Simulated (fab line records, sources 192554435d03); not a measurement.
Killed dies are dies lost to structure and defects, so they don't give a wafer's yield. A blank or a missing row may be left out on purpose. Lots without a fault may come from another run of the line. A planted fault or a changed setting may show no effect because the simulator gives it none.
Which tool did it? | flow n5_finfet | 6 lots, 18 wafers sampled, at 1 step of a route of 1938

WHAT THE GAUGES READ, wafer by wafer
N5_BEOL_M14_CD_MEAS_28: target cd 284.4 nm.
lot  | measured     | on        | cd_nm (nm)
L509 | day 12 02:01 | cd_sem-03 | 287.6 282.7 281.6
L513 | day 12 18:58 | cd_sem-02 | 283.3 282.1 285.3
L517 | day 13 12:41 | cd_sem-02 | 284.7 288.6 281.8
L519 | day 14 19:18 | cd_sem-01 | 285.8 283.6 281.1
L523 | day 15 11:28 | cd_sem-03 | 286.6 280.0 280.8
L528 | day 16 22:01 | cd_sem-03 | 282.5 285.1 283.9

WHICH TOOL RAN EACH LOT (tool, then ch and the chambers of the sampled wafers, then the start)
The record holds no process step before these readings.

THE ANSWER, worked out from the rows above alone
Rule: what is usual is taken from the lots themselves. Put in order of their means at a reading, lots are off if they are a third of the lots or fewer, leave a main group of 4 or more, and stand apart from it by a gap of 3 or more times the standard deviation of the main group's means; of several such gaps the widest counts. A main group whose means are all the same, to the digits that the tables above print for the reading, isn't used. A lot without any number at a reading at which 4 lots or more have one is off too. The other lots that the step has rows for count as sound.
No lot is off at any reading shown: from this, nothing can be told.

WHAT THE SIMULATOR HAD PUT IN
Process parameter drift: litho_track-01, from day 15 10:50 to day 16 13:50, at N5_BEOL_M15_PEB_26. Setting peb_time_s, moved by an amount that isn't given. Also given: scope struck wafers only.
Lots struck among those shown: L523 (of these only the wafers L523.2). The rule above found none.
